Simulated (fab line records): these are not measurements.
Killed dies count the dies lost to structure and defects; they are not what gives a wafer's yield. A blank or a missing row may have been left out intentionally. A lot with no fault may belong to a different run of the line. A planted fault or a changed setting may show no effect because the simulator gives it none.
Matching of chambers :: flow n5Finfet :: N5_BEOL_M12_DEP_53 on pecvd-01: 3 sister chambers
The step deposits SiCN from 3MS/NH3, target thk 30 nm, time 10.5 s. 16 wafers are shown with their chamber, then 8 later ones without.

EACH WAFER AND ITS CHAMBER
wafer: L074.3
chamber: 1
throttleValvePct (%): 17.6
showerheadPlenumPTorr (Torr): 4.179
showerheadVppV (V): 1640

wafer: L074.5
chamber: 1
throttleValvePct (%): 17.5
showerheadPlenumPTorr (Torr): 4.188
showerheadVppV (V): 1643

wafer: L074.6
chamber: 0
throttleValvePct (%): 22.0
showerheadPlenumPTorr (Torr): 4.156
showerheadVppV (V): 1744

wafer: L084.2
chamber: 2
throttleValvePct (%): 18.2
showerheadPlenumPTorr (Torr): 4.154
showerheadVppV (V): 1687

wafer: L084.3
chamber: 0
throttleValvePct (%): 22.0
showerheadPlenumPTorr (Torr): 4.160
showerheadVppV (V): 1741

wafer: L084.5
chamber: 1
throttleValvePct (%): 17.4
showerheadPlenumPTorr (Torr): 4.191
showerheadVppV (V): 1674

wafer: L082.1
chamber: 2
throttleValvePct (%): 18.0
showerheadPlenumPTorr (Torr): 4.152
showerheadVppV (V): 1684

wafer: L082.3
chamber: 0
throttleValvePct (%): 21.7
showerheadPlenumPTorr (Torr): 4.163
showerheadVppV (V): 1765

wafer: L082.4
chamber: 2
throttleValvePct (%): 18.1
showerheadPlenumPTorr (Torr): 4.158
showerheadVppV (V): 1679

wafer: L085.2
chamber: 2
throttleValvePct (%): 18.0
showerheadPlenumPTorr (Torr): 4.151
showerheadVppV (V): 1674

wafer: L085.3
chamber: 0
throttleValvePct (%): 21.7
showerheadPlenumPTorr (Torr): 4.165
showerheadVppV (V): 1764

wafer: L085.4
chamber: 1
throttleValvePct (%): 17.6
showerheadPlenumPTorr (Torr): 4.176
showerheadVppV (V): 1653

wafer: L091.1
chamber: 0
throttleValvePct (%): 22.0
showerheadPlenumPTorr (Torr): 4.168
showerheadVppV (V): 1723

wafer: L091.2
chamber: 2
throttleValvePct (%): 18.0
showerheadPlenumPTorr (Torr): 4.145
showerheadVppV (V): 1681

wafer: L091.3
chamber: 1
throttleValvePct (%): 17.8
showerheadPlenumPTorr (Torr): 4.181
showerheadVppV (V): 1667

wafer: L093.1
chamber: 2
throttleValvePct (%): 18.0
showerheadPlenumPTorr (Torr): 4.152
showerheadVppV (V): 1647

SIGNATURES, as means of the wafers listed above
reading: throttleValvePct
chamber 0: 21.880
chamber 1: 17.580
chamber 2: 18.050
scatter within a chamber: 0.133

reading: showerheadPlenumPTorr
chamber 0: 4.16240
chamber 1: 4.18300
chamber 2: 4.15200
scatter within a chamber: 0.00506

reading: showerheadVppV
chamber 0: 1747.40
chamber 1: 1655.40
chamber 2: 1675.33
scatter within a chamber: 15.6
Rule: a wafer lies at a distance from a chamber equal to the root of the sum of squares, over the readings, of (its reading less the chamber's mean, divided by the reading's scatter). The wafer belongs to the nearest chamber; if the next one is less than 2 further off, it can't be placed. The scatter is the square root of a quotient: the sum, over the shown wafers, of each reading's squared deviation from its chamber's mean, divided by wafers minus chambers.

WAFERS WITH NO CHAMBER GIVEN
wafer: L093.2
throttleValvePct (%): 21.8
showerheadPlenumPTorr (Torr): 4.158
showerheadVppV (V): 1716

wafer: L093.4
throttleValvePct (%): 17.7
showerheadPlenumPTorr (Torr): 4.190
showerheadVppV (V): 1634

wafer: L095.3
throttleValvePct (%): 21.7
showerheadPlenumPTorr (Torr): 4.145
showerheadVppV (V): 1732

wafer: L095.5
throttleValvePct (%): 22.1
showerheadPlenumPTorr (Torr): 4.158
showerheadVppV (V): 1759

wafer: L095.6
throttleValvePct (%): 18.3
showerheadPlenumPTorr (Torr): 4.157
showerheadVppV (V): 1682

wafer: L097.2
throttleValvePct (%): 21.8
showerheadPlenumPTorr (Torr): 4.169
showerheadVppV (V): 1749

wafer: L097.3
throttleValvePct (%): 18.2
showerheadPlenumPTorr (Torr): 4.146
showerheadVppV (V): 1680

wafer: L097.5
throttleValvePct (%): 18.0
showerheadPlenumPTorr (Torr): 4.152
showerheadVppV (V): 1705

WHICH CHAMBER EACH ONE RAN IN
wafer: L093.2
from the rows above: 0
in truth: 0

wafer: L093.4
from the rows above: 1
in truth: 1

wafer: L095.3
from the rows above: 0
in truth: 0

wafer: L095.5
from the rows above: 0
in truth: 0

wafer: L095.6
from the rows above: 2
in truth: 2

wafer: L097.2
from the rows above: 0
in truth: 0

wafer: L097.3
from the rows above: 2
in truth: 2

wafer: L097.5
from the rows above: 2
in truth: 2
Correctly placed: 8 of 8. From these rows, 0 cannot be placed. Placed wrongly: 0.
